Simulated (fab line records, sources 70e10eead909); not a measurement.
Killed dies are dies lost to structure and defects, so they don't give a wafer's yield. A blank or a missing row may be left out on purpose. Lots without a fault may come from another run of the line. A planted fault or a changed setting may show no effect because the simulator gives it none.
fab line records | flow nand_harc
record lots=6 wafers=18 last_day=25
route steps=1159 shown P_ZERO_WELL@44 END@1159
lots that met no fault: from a run of the same line without faults
start_h: hours from the record's first day to the start of the lot's first wafer shown | wait_h: hours since the lot's step before | " the same as in the row above | L1.1+2: a row that stands for several wafers | - no value, or no start given | * or withheld: withheld | < > ~ a bound
route shown NAME@n: a module of which the file shows steps, and the number in the route of the first | usual: mean/standard deviation of fault-free wafers | same: alike in all rows | chamber/n: place in a boat | sites: the reading at each site | _std_site: their standard deviation | _edge_site: outer sites' mean less inner sites' | radius_mm: how far each site lies from the wafer's centre | mask NAME#n: copy n | behind: the tool/chamber that last shaped the wafer | hold: why the lot was held/for how many hours/how that ended | device: the transistor (n, p or np) that didn't switch | end of line: the same wafers' tests at the end of the route | a step without rows: its recipe alone | killed: dies lost to structure and defects at the first sort, not the wafer's yield | map: a wafer's dies, x killed, . not, _ none there
set.NAME: the setting as run; set.NAME@STEP: as run at that earlier step | model.NAME: the simulator's own value behind a step, which no gauge read
lots at some steps of the route; a table a step, a row a wafer
services: from which hour (start_h, from the record's first day; less than 0 if before it) a tool's chamber was out of use, for how many hours, and why
## steps
# step NHARC_P_ZERO_WELL_CD_MEAS_37
# recipe target_cd_nm=720 landing_energy_ev=500
# usual cd_nm=719.4/2
# same landing_energy_ev=500
# columns lot.wafer tool chamber start_h wait_h cd_nm
L763.1 cd_sem-01 0 40.38 - 721.4
L763.3 " 0 " " 720.5
L763.6 " 0 " " 723.2
L765.4 cd_sem-03 0 52.21 - 721.5
L765.5 " 0 " " 717.9
L765.6 " 0 " " 720.9
L774.1 cd_sem-03 0 106.05 - 717.2
L774.4 " 0 " " 720.4
L774.5 " 0 " " 715.8
L776.1 cd_sem-03 0 118.12 - 716.6
L776.5 " 0 " " 719.2
L776.6 " 0 " " 720.9
L781.1 cd_sem-02 0 147.97 - 719.8
L781.5 " 0 " " 719.7
L781.6 " 0 " " 719.7
L782.1 cd_sem-03 0 154.11 - 717.6
L782.4 " 0 " " 719.7
L782.5 " 0 " " 721.8
# step NHARC_P_ZERO_WELL_HARDBAKE_38
# recipe temp_c=125 time_s=80
# step NHARC_P_ZERO_WELL_DESCUM_39
# recipe time_s=3 o2_flow_sccm=200 ar_flow_sccm=0 bias_power_w=0 chemistry=O2
# usual drypump_motor_current_A=5.7/0.43 oes_product_au=0.997/0.013 rf_vpp_V=57.7/0.85 showerhead_plenum_p_Torr=1.90/0.059 throttle_valve_pct=11.312/0.009
# same time_s=3
# columns lot.wafer tool chamber start_h wait_h drypump_motor_current_A oes_product_au rf_hours_counter_h rf_vpp_V showerhead_plenum_p_Torr throttle_valve_pct
L763.3 rie_diel-07 3 40.55 - 6.3 1.001 8.1 56.6 1.90 11.321
L763.1 " 1 " " 5.4 0.987 9.8 57.4 1.85 11.314
L763.6 " 3 " " 6.3 1.003 - 59.3 1.90 11.299
L765.4 rie_diel-05 3 52.39 - 6.1 0.985 4.5 59.3 1.82 11.312
L765.5 " 1 " " 5.7 1.015 - 58.1 1.80 11.302
L765.6 " 2 " " 5.5 0.994 - 58.5 2.02 11.320
L774.1 rie_diel-11 3 106.21 - 6.4 1.008 5.9 58.5 1.86 11.310
L774.4 " 3 " " 6.4 1.014 - 57.4 1.86 11.317
L774.5 " 0 " " 5.8 0.996 - 57.0 1.94 11.300
L776.1 rie_diel-11 3 118.28 - 6.5 1.006 6.6 57.4 1.86 11.324
L776.6 " 3 " " 6.5 1.013 - 56.6 1.86 11.319
L776.5 " 0 " " 5.7 1.004 - 57.7 1.94 11.317
L781.1 rie_diel-05 2 148.15 - 5.5 0.992 13.0 58.7 2.01 11.303
L781.6 " 1 " " 5.7 1.012 - 58.7 1.80 11.315
L781.5 " 2 " " 5.5 0.994 - 58.5 2.01 11.315
L782.4 rie_diel-11 1 154.27 - 5.7 0.983 8.9 56.6 1.86 11.326
L782.1 " 0 " " 5.7 1.013 9.2 57.7 1.94 11.326
L782.5 " 1 " " 5.7 0.987 - 56.1 1.86 11.308
# step NHARC_P_ZERO_WELL_IMPLANT_40
# recipe energy_kev=300 dose_cm2=1e+13 tilt_deg=7
# step NHARC_P_ZERO_WELL_IMPLANT_59
# recipe energy_kev=120 dose_cm2=5e+12 tilt_deg=7
# step NHARC_P_ZERO_WELL_IMPLANT_60
# recipe energy_kev=30 dose_cm2=2e+12 tilt_deg=7
# step NHARC_P_ZERO_WELL_STRIP_41
# recipe time_s=840 temp_c=130 chemistry=SPM
# step NHARC_P_ZERO_WELL_DEHYDRATE_44
# recipe temp_c=150 time_s=120
# step NHARC_P_ZERO_WELL_HMDS_45
# recipe time_s=30
# step NHARC_P_ZERO_WELL_COAT_46
# recipe spin_rpm=withheld
# step NHARC_P_ZERO_WELL_SOFTBAKE_47
# recipe temp_c=122 time_s=95
# step NHARC_P_ZERO_WELL_EBR_48
# step NHARC_P_ZERO_WELL_EXPOSE_49
# recipe na=0.6 target_cd_nm=2000 dose_mj=22.64 mask_id=P_HVPW
# columns lot.wafer tool chamber start_h wait_h mask
L763.1+3+6 krf_scanner-01 0 41.87 - P_HVPW#0
L765.4+5+6 krf_scanner-03 0 53.72 - P_HVPW#0
L774.1+4+5 krf_scanner-01 0 107.57 - P_HVPW#0
L776.1+5+6 krf_scanner-01 0 119.64 - P_HVPW#0
L781.1+5+6 krf_scanner-02 0 149.46 - P_HVPW#0
L782.1+4+5 krf_scanner-02 0 155.47 - P_HVPW#0
# step NHARC_P_ZERO_WELL_PEB_50
# recipe peb_temp_c=118 peb_time_s=85
# step NHARC_P_ZERO_WELL_DEVELOP_51
# recipe time_s=70
# step NHARC_P_ZERO_WELL_CD_MEAS_52
# recipe target_cd_nm=2000 landing_energy_ev=500
# usual cd_nm=1999.6/2.5
# same landing_energy_ev=500
# columns lot.wafer tool chamber start_h wait_h cd_nm
L763.1 cd_sem-03 0 42.03 - 1997.7
L763.3 " 0 " " 2000.5
L763.6 " 0 " " 2000.0
L765.4 cd_sem-03 0 53.87 - 2000.9
L765.5 " 0 " " 1998.3
L765.6 " 0 " " 1996.4
L774.1 cd_sem-03 0 107.73 - 2038.8
L774.4 " 0 " " 2016.6
L774.5 " 0 " " 2021.8
L776.1 cd_sem-01 0 119.79 - 2001.7
L776.5 " 0 " " 2016.1
L776.6 " 0 " " 2034.1
L781.1 cd_sem-02 0 149.62 - 2001.9
L781.5 " 0 " " 2002.5
L781.6 " 0 " " 2000.6
L782.1 cd_sem-03 0 155.63 - 1996.6
L782.4 " 0 " " 2000.9
L782.5 " 0 " " 2000.5
# step NHARC_P_ZERO_WELL_HARDBAKE_53
# recipe temp_c=125 time_s=80
# step NHARC_P_ZERO_WELL_DESCUM_54
# recipe time_s=3 o2_flow_sccm=200 ar_flow_sccm=0 bias_power_w=0 chemistry=O2
# usual drypump_motor_current_A=5.7/0.43 oes_product_au=0.996/0.012 rf_vpp_V=57.7/0.82 showerhead_plenum_p_Torr=1.90/0.062 throttle_valve_pct=11.311/0.0092
# same time_s=3
# columns lot.wafer tool chamber start_h wait_h drypump_motor_current_A oes_product_au rf_hours_counter_h rf_vpp_V showerhead_plenum_p_Torr throttle_valve_pct model.P_ZERO_WELL.cd_nm
L763.3 rie_diel-11 3 42.19 - 6.5 1.005 1.8 58.2 1.86 11.319 2001
L763.1 " 2 " " 5.0 0.980 2.1 57.6 1.89 11.322 1998
L763.6 " 3 " " 6.4 1.010 - 57.4 1.86 11.321 2000
L765.6 rie_diel-11 3 54.07 - 6.4 1.020 - 57.1 1.86 11.307 1996
L765.4 " 0 " " 5.7 1.001 - 58.6 1.94 11.325 2000
L765.5 " 1 " " 5.8 0.999 - 57.0 1.86 11.322 1998
L774.1 rie_diel-11 3 107.91 - 6.4 1.026 5.9 57.0 1.86 11.313 2039
L774.5 " 2 " " 5.0 0.983 - 56.9 1.89 11.307 2022
L774.4 " 0 " " 5.7 1.005 - 56.7 1.94 11.318 2016
L776.1 rie_diel-05 1 119.97 - 5.7 1.007 9.8 57.2 1.80 11.302 2002
L776.5 " 0 " " 5.2 0.973 - 58.4 1.97 11.322 2017
L776.6 " 1 " " 5.7 1.006 - 56.8 1.80 11.299 2035
L781.1 rie_diel-07 2 149.81 - 6.0 1.004 6.0 58.9 1.97 11.311 2002
L781.6 " 3 " " 6.3 0.994 - 56.7 1.90 11.302 2000
L781.5 " 0 " " 5.5 1.005 - 57.6 1.93 11.319 2003
L782.1 rie_diel-11 0 155.80 - 5.7 0.998 9.2 58.4 1.94 11.312 1995
L782.4 " 1 " " 5.7 0.982 9.0 57.4 1.86 11.318 2002
L782.5 " 0 " " 5.8 1.005 - 56.9 1.94 11.308 1999
# step NHARC_P_ZERO_WELL_IMPLANT_55
# recipe energy_kev=180 dose_cm2=8e+11 tilt_deg=7
# step NHARC_END_SORT_01
# recipe temp_c=25
# usual killed_at_array=27/10 killed_at_other=0.6/0.96 killed_at_periphery=3.4/2.7 killed_dies=31/10 killed_open=2.9/1.8 killed_short=1.8/1.4
# same gross_dies=677
# columns lot.wafer tool chamber start_h wait_h killed_at_array killed_at_other killed_at_periphery killed_dies killed_open killed_short
L765.4 prober-01 0 475.35 3.4 39 0 3 42 2 6
L765.5 prober-01 0 476.15 3.7 37 0 5 42 5 0
L765.6 prober-01 0 476.94 4.0 35 0 2 37 3 3
L774.1 prober-02 0 509.57 2.5 50 0 1 51 3 4
L774.4 prober-02 0 511.96 3.4 48 0 2 50 4 1
L774.5 prober-02 0 512.76 3.7 43 0 2 45 7 0
# killed by level:class
L765.4 A_CHANNEL_HOLE_D1:chamber_film_flake=13 A_SLIT:chamber_film_flake=7 A_BLC:chamber_film_flake=6 P_GATE:chamber_film_flake=3 A_CHANNEL_FILL_D1:geometric_particle:short=2 A_CONTACT:geometric_particle:open=2 A_STAIRCASE:chamber_film_flake=2 A_WL_FILL:chamber_film_flake=2
L765.5 A_CHANNEL_HOLE_D1:chamber_film_flake=18 A_SLIT:chamber_film_flake=8 A_STAIRCASE:chamber_film_flake=4 P_GATE:chamber_film_flake=3 A_BLC:chamber_film_flake=3 A_CONTACT:geometric_particle:open=2 P_CONTACT:geometric_particle:open=1 P_M0:geometric_particle:open=1
L765.6 A_CHANNEL_HOLE_D1:chamber_film_flake=12 A_SLIT:chamber_film_flake=9 A_STAIRCASE:chamber_film_flake=4 A_WL_FILL:chamber_film_flake=3 A_BLC:geometric_particle:open=2 A_CONTACT:chamber_film_flake=2 P_GATE:geometric_particle:short=1 A_SOURCE_PLATE:geometric_particle:short=1
L774.1 A_CHANNEL_HOLE_D1:chamber_film_flake=20 A_SLIT:chamber_film_flake=16 A_WL_FILL:chamber_film_flake=3 A_CONTACT:chamber_film_flake=3 A_ONON_D1:geometric_particle:short=2 A_CHANNEL_FILL_D1:geometric_particle:open=2 P_M1:geometric_particle:short=1 A_SOURCE_PLATE:geometric_particle:short=1
L774.4 A_CHANNEL_HOLE_D1:chamber_film_flake=19 A_SLIT:chamber_film_flake=13 A_CONTACT:chamber_film_flake=8 A_CONTACT:geometric_particle:open=3 A_STAIRCASE:chamber_film_flake=2 A_ONON_D1:geometric_particle:open=1 A_WL_FILL:geometric_particle:short=1 P_GATE:chamber_film_flake=1
L774.5 A_CHANNEL_HOLE_D1:chamber_film_flake=19 A_SLIT:chamber_film_flake=15 A_CONTACT:geometric_particle:open=2 P_GATE:chamber_film_flake=2 A_SOURCE_PLATE:geometric_particle:open=1 A_ONON_D1:geometric_particle:open=1 A_CHANNEL_HOLE_D1:geometric_particle:open=1 A_SLIT:geometric_particle:open=1
## services
# columns tool chamber start_h hours kind
rie_diel-11 0 21.60 - clean
rie_diel-11 1 21.60 - clean
rie_diel-11 2 21.60 - clean
rie_diel-11 3 21.60 - clean
rie_diel-07 3 21.92 12.8 repair
rie_diel-11 0 25.24 2.7 repair
rie_diel-11 1 31.59 4.1 repair
krf_scanner-02 - 38.00 4.0 pm
rie_diel-11 0 46.10 - clean
rie_diel-11 1 46.10 - clean
rie_diel-11 2 46.10 - clean
rie_diel-11 3 46.10 - clean
rie_diel-11 2 47.52 15.4 repair
krf_scanner-03 - 51.04 1.8 repair
rie_diel-07 - 51.23 9.0 pm
rie_diel-11 0 70.60 - clean
rie_diel-11 1 70.60 - clean
rie_diel-11 2 70.60 - clean
rie_diel-11 3 70.60 - clean
krf_scanner-01 - 84.00 4.0 pm
rie_diel-11 1 102.64 6.7 repair
rie_diel-07 1 110.15 7.5 repair
rie_diel-07 0 110.69 5.3 repair
rie_diel-07 2 126.34 4.1 repair
## key
first_sign step=NHARC_P_ZERO_WELL_CD_MEAS_52 reading=cd_nm direction=up sigmas=8.8 usual=1999.6 struck=2021.5
effect none on later readings
model_effect step=NHARC_P_ZERO_WELL_DESCUM_54 value=P_ZERO_WELL.cd_nm without=2000 struck=2022
met_at NHARC_P_ZERO_WELL_EXPOSE_49
struck_wafers L774.1,L774.4,L774.5,L776.1,L776.5,L776.6
tester_left_out L774,L776
onset_between 41.87 107.57
fault kind=process_parameter_drift tool=krf_scanner-01 chamber=- onset_h=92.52 steps=NHARC_P_ZERO_WELL_EXPOSE_49 channel=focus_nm offset=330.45 spread_by_wafer=0.3 shape=step end_h=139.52
# tester_left_out: of these lots the tester's yield and bins aren't shown, on N5 and GAA mostly nor the transistor test; their killed dies are dies lost to structure and defects alone, not to doping, threshold or leakage, so they don't give the yield
